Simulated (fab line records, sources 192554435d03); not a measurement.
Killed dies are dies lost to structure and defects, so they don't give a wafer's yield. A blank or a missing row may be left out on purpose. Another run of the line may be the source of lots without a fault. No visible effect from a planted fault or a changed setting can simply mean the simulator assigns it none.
What tool caused it?    flow n5-finfet    10 lots, 29 wafers sampled, at 1 step of a route of 1938

== WHAT THE GAUGES SHOWED, per wafer ==
N5_BEOL_M8_CD_MEAS_18: pitch 80 nm, target cd 40 nm.
lot   measured      on         cd-nm (nm)
L812  day 10 15:36  cd-sem-02  40.5 40.6 40.2
L820  day 12 01:34  cd-sem-03  40.9 40.3 40.5
L819  day 12 10:42  cd-sem-03  39.9 39.4 39.5
L823  day 14 03:14  cd-sem-03  40.6 39.8 39.2
L827  day 15 06:29  cd-sem-01  39.9 40.6 40.5
L830  day 15 10:20  cd-sem-02  40.2 40.9
L829  day 15 10:23  cd-sem-01  39.6 38.5 40.0
L831  day 15 17:58  cd-sem-02  40.0 40.9 40.0
L832  day 15 23:32  cd-sem-03  38.7 39.7 40.2
L833  day 16 04:26  cd-sem-03  38.4 39.4 40.1

== TOOL THAT RAN EACH LOT (tool first, then ch and the chambers of the sampled wafers, then the start) ==
The record holds no process step before these readings.

== THE ANSWER, worked out from the rows above alone ==
Rule: the lots themselves supply what counts as usual. The widest of any qualifying gaps counts: lots, ordered by their means at a reading, are off when they make up no more than a third of the lots, leave a main group of 4 or more, and stand apart from it by 3 or more times the standard deviation of that group's means. If all means in a main group match to the digits the tables above print for the reading, that group is not used. Also off: a lot with no number at a reading for which 4 or more lots have one. Where the step has rows for the other lots, those lots are counted as sound.
No lot is off at any reading shown: from this, nothing can be told.

== WHAT HAD BEEN PUT IN BY THE SIMULATOR ==
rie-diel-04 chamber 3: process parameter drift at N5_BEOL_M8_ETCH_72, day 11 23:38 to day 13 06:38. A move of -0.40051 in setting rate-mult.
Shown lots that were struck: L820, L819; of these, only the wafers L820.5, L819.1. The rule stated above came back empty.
